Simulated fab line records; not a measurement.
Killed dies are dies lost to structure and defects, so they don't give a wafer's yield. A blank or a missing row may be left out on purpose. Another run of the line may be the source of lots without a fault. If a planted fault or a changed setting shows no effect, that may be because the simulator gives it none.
Shared-tool check || flow nandHarc || 11 lots and 33 wafers in the sample

## REASON FOR OPENING
At NHARC_A_CONTACT_CD_MEAS_69 the reading cdNm is flagged on 2 of 11 lots. Wafers without a fault read 300.0 nm, standard deviation 0.7.
Rule: a lot gets a flag if all its wafers with a number sit over 4 standard deviations from that mean, or if no wafer of it has a number. As for the other lots, they are considered sound.

{"lot": "L142", "measured": "day 22 18:25", "on": "cdSem-01", "cdNm (nm), wafer by wafer": "300.1 300.6 301.4", "flag": ""}
{"lot": "L141", "measured": "day 22 23:17", "on": "cdSem-03", "cdNm (nm), wafer by wafer": "299.8 300.3 300.0", "flag": ""}
{"lot": "L143", "measured": "day 23 06:14", "on": "cdSem-02", "cdNm (nm), wafer by wafer": "300.1 299.7 300.2", "flag": ""}
{"lot": "L145", "measured": "day 24 15:18", "on": "cdSem-01", "cdNm (nm), wafer by wafer": "300.5 299.7 300.0", "flag": ""}
{"lot": "L149", "measured": "day 25 23:35", "on": "cdSem-03", "cdNm (nm), wafer by wafer": "299.8 298.6 299.6", "flag": ""}
{"lot": "L150", "measured": "day 26 01:00", "on": "cdSem-03", "cdNm (nm), wafer by wafer": "316.0 317.0 316.6", "flag": "FLAGGED"}
{"lot": "L153", "measured": "day 27 21:27", "on": "cdSem-03", "cdNm (nm), wafer by wafer": "312.9 311.9 312.3", "flag": "FLAGGED"}
{"lot": "L156", "measured": "day 28 23:47", "on": "cdSem-01", "cdNm (nm), wafer by wafer": "300.4 300.6 301.4", "flag": ""}
{"lot": "L159", "measured": "day 29 18:25", "on": "cdSem-01", "cdNm (nm), wafer by wafer": "300.3 301.0 301.6", "flag": ""}
{"lot": "L157", "measured": "day 29 20:37", "on": "cdSem-01", "cdNm (nm), wafer by wafer": "299.0 299.5 298.9", "flag": ""}
{"lot": "L160", "measured": "day 31 11:50", "on": "cdSem-02", "cdNm (nm), wafer by wafer": "300.1 300.7 300.8", "flag": ""}
The mean of the flagged lots' numbers is 314.4 nm, +14.4 nm from the usual (+21 standard deviations).

## WHICH TOOL EACH LOT WENT THROUGH
4 process steps preceding the reading are held in the record, out of 1302 steps in the route. Each cell gives the tool, then ch followed by the chambers the sampled wafers passed through, then the start.
{"lot": "L142", "flag": "", "NHARC_A_CONTACT_ETCH_102": "rieDiel-04 ch 0,2,3, day 22 12:02", "NHARC_A_CONTACT_STRIP_55": "rieDiel-04 ch 1,2,3, day 22 17:41 or earlier", "NHARC_A_CONTACT_DEP_58": "pecvd-03 ch 0,1,2, day 22 17:41", "NHARC_A_CONTACT_EXPOSE_66": "arfiScanner-03 ch 0, day 22 18:16"}
{"lot": "L141", "flag": "", "NHARC_A_CONTACT_ETCH_102": "rieDiel-05 ch 0,2, day 22 13:46", "NHARC_A_CONTACT_STRIP_55": "rieDiel-05 ch 1,2, day 22 22:45 or earlier", "NHARC_A_CONTACT_DEP_58": "pecvd-02 ch 1,2, day 22 22:45", "NHARC_A_CONTACT_EXPOSE_66": "arfiScanner-03 ch 0, day 22 23:09"}
{"lot": "L143", "flag": "", "NHARC_A_CONTACT_ETCH_102": "rieDiel-09 ch 0,2,3, day 22 23:47", "NHARC_A_CONTACT_STRIP_55": "rieDiel-09 ch 0,2,3, day 23 05:30 or earlier", "NHARC_A_CONTACT_DEP_58": "pecvd-03 ch 0,1,2, day 23 05:30", "NHARC_A_CONTACT_EXPOSE_66": "arfiScanner-02 ch 0, day 23 06:05"}
{"lot": "L145", "flag": "", "NHARC_A_CONTACT_ETCH_102": "rieDiel-05 ch 0,1, day 24 06:34", "NHARC_A_CONTACT_STRIP_55": "rieDiel-05 ch 2,3, day 24 14:36 or earlier", "NHARC_A_CONTACT_DEP_58": "pecvd-03 ch 0,1,2, day 24 14:36", "NHARC_A_CONTACT_EXPOSE_66": "arfiScanner-02 ch 0, day 24 15:10"}
{"lot": "L149", "flag": "", "NHARC_A_CONTACT_ETCH_102": "rieDiel-09 ch 1,2,3, day 25 17:28", "NHARC_A_CONTACT_STRIP_55": "rieDiel-09 ch 0,1, day 25 22:52 or earlier", "NHARC_A_CONTACT_DEP_58": "pecvd-03 ch 1,2, day 25 22:52", "NHARC_A_CONTACT_EXPOSE_66": "arfiScanner-03 ch 0, day 25 23:27"}
{"lot": "L150", "flag": "FLAGGED", "NHARC_A_CONTACT_ETCH_102": "rieDiel-09 ch 2,3, day 25 20:22", "NHARC_A_CONTACT_STRIP_55": "rieDiel-09 ch 2,3, day 26 00:16 or earlier", "NHARC_A_CONTACT_DEP_58": "pecvd-04 ch 0,1,2, day 26 00:16", "NHARC_A_CONTACT_EXPOSE_66": "arfiScanner-02 ch 0, day 26 00:52"}
{"lot": "L153", "flag": "FLAGGED", "NHARC_A_CONTACT_ETCH_102": "rieDiel-05 ch 1,2,3, day 27 14:25", "NHARC_A_CONTACT_STRIP_55": "rieDiel-05 ch 0,1,3, day 27 20:46 or earlier", "NHARC_A_CONTACT_DEP_58": "pecvd-03 ch 0,1, day 27 20:46", "NHARC_A_CONTACT_EXPOSE_66": "arfiScanner-02 ch 0, day 27 21:19"}
{"lot": "L156", "flag": "", "NHARC_A_CONTACT_ETCH_102": "rieDiel-09 ch 1,3, day 28 19:09", "NHARC_A_CONTACT_STRIP_55": "rieDiel-09 ch 0,2, day 28 23:04 or earlier", "NHARC_A_CONTACT_DEP_58": "pecvd-02 ch 0,1,2, day 28 23:04", "NHARC_A_CONTACT_EXPOSE_66": "arfiScanner-01 ch 0, day 28 23:38"}
{"lot": "L159", "flag": "", "NHARC_A_CONTACT_ETCH_102": "rieDiel-05 ch 1,2,3, day 29 13:23", "NHARC_A_CONTACT_STRIP_55": "rieDiel-05 ch 0,2,3, day 29 17:49 or earlier", "NHARC_A_CONTACT_DEP_58": "pecvd-03 ch 0,1,2, day 29 17:49", "NHARC_A_CONTACT_EXPOSE_66": "arfiScanner-01 ch 0, day 29 18:16"}
{"lot": "L157", "flag": "", "NHARC_A_CONTACT_ETCH_102": "rieDiel-04 ch 1,3, day 29 14:59", "NHARC_A_CONTACT_STRIP_55": "rieDiel-04 ch 1,2,3, day 29 19:52 or earlier", "NHARC_A_CONTACT_DEP_58": "pecvd-03 ch 1,2, day 29 19:52", "NHARC_A_CONTACT_EXPOSE_66": "arfiScanner-03 ch 0, day 29 20:28"}
{"lot": "L160", "flag": "", "NHARC_A_CONTACT_ETCH_102": "rieDiel-09 ch 2,3, day 31 02:12", "NHARC_A_CONTACT_STRIP_55": "rieDiel-09 ch 0,2,3, day 31 11:08 or earlier", "NHARC_A_CONTACT_DEP_58": "pecvd-04 ch 0,1,2, day 31 11:08", "NHARC_A_CONTACT_EXPOSE_66": "arfiScanner-01 ch 0, day 31 11:42"}
What these steps do:
- NHARC_A_CONTACT_ETCH_102: etches the open film in CF4/O2, target depth 100 nm, overetch 10 nm, time 55 s.
- NHARC_A_CONTACT_STRIP_55: strips in O2.
- NHARC_A_CONTACT_DEP_58: deposits SiON, target thk 90 nm.
- NHARC_A_CONTACT_EXPOSE_66: exposes mask A CC 2.
- NHARC_A_CONTACT_CD_MEAS_69: target cd 300 nm.

## FLAGGED OVER TOTAL, TOOL BY TOOL (the gauges that took the reading come last)
{"step": "NHARC_A_CONTACT_ETCH_102", "tool": "rieDiel-04", "lots run": 2, "flagged": 0, "share of the flagged lots": "none", "sound lots run after its first flagged lot": "-"}
{"step": "NHARC_A_CONTACT_ETCH_102", "tool": "rieDiel-05", "lots run": 4, "flagged": 1, "share of the flagged lots": "some", "sound lots run after its first flagged lot": "1 (L159)"}
{"step": "NHARC_A_CONTACT_ETCH_102", "tool": "rieDiel-09", "lots run": 5, "flagged": 1, "share of the flagged lots": "some", "sound lots run after its first flagged lot": "2 (L156,L160)"}
{"step": "NHARC_A_CONTACT_STRIP_55", "tool": "rieDiel-04", "lots run": 2, "flagged": 0, "share of the flagged lots": "none", "sound lots run after its first flagged lot": "-"}
{"step": "NHARC_A_CONTACT_STRIP_55", "tool": "rieDiel-05", "lots run": 4, "flagged": 1, "share of the flagged lots": "some", "sound lots run after its first flagged lot": "1 (L159)"}
{"step": "NHARC_A_CONTACT_STRIP_55", "tool": "rieDiel-09", "lots run": 5, "flagged": 1, "share of the flagged lots": "some", "sound lots run after its first flagged lot": "2 (L156,L160)"}
{"step": "NHARC_A_CONTACT_DEP_58", "tool": "pecvd-02", "lots run": 2, "flagged": 0, "share of the flagged lots": "none", "sound lots run after its first flagged lot": "-"}
{"step": "NHARC_A_CONTACT_DEP_58", "tool": "pecvd-03", "lots run": 7, "flagged": 1, "share of the flagged lots": "some", "sound lots run after its first flagged lot": "2 (L159,L157)"}
{"step": "NHARC_A_CONTACT_DEP_58", "tool": "pecvd-04", "lots run": 2, "flagged": 1, "share of the flagged lots": "some", "sound lots run after its first flagged lot": "1 (L160)"}
{"step": "NHARC_A_CONTACT_EXPOSE_66", "tool": "arfiScanner-01", "lots run": 3, "flagged": 0, "share of the flagged lots": "none", "sound lots run after its first flagged lot": "-"}
{"step": "NHARC_A_CONTACT_EXPOSE_66", "tool": "arfiScanner-02", "lots run": 4, "flagged": 2, "share of the flagged lots": "all", "sound lots run after its first flagged lot": 0}
{"step": "NHARC_A_CONTACT_EXPOSE_66", "tool": "arfiScanner-03", "lots run": 4, "flagged": 0, "share of the flagged lots": "none", "sound lots run after its first flagged lot": "-"}
{"step": "NHARC_A_CONTACT_CD_MEAS_69", "tool": "cdSem-01", "lots run": 5, "flagged": 0, "share of the flagged lots": "none", "sound lots run after its first flagged lot": "-"}
{"step": "NHARC_A_CONTACT_CD_MEAS_69", "tool": "cdSem-02", "lots run": 2, "flagged": 0, "share of the flagged lots": "none", "sound lots run after its first flagged lot": "-"}
{"step": "NHARC_A_CONTACT_CD_MEAS_69", "tool": "cdSem-03", "lots run": 4, "flagged": 2, "share of the flagged lots": "all", "sound lots run after its first flagged lot": 0}
NHARC_A_CONTACT_STRIP_55 gives no start for some lots, so the hours and the order of its lots are those of NHARC_A_CONTACT_DEP_58.

## WHAT IS ALLOWED BY THE TABLE
Rows of the table that ran all the flagged lots, 2 in number: arfiScanner-02 at NHARC_A_CONTACT_EXPOSE_66; cdSem-03 at NHARC_A_CONTACT_CD_MEAS_69.
- arfiScanner-02 at NHARC_A_CONTACT_EXPOSE_66: 2 of its 4 lots flagged. It ran its last sound lot, L145, at day 24 15:10 and its first flagged lot, L150, at day 26 00:52: a fault with its onset between the two fits. Its own readings (exposureDoseMJCm2) fall more than 4 standard deviations out on all wafers of the flagged lots.
- cdSem-03 at NHARC_A_CONTACT_CD_MEAS_69: 2 of its 4 lots flagged. It ran its last sound lot, L149, at day 25 23:35 and its first flagged lot, L150, at day 26 01:00: a fault with its onset between the two fits.
These 2 tools cannot be told apart by counting lots, since each of them fits a fault that started at some hour. More lots, or a look at what each step does to the wafer, might.

## WHAT THE SIMULATOR HAD INSERTED
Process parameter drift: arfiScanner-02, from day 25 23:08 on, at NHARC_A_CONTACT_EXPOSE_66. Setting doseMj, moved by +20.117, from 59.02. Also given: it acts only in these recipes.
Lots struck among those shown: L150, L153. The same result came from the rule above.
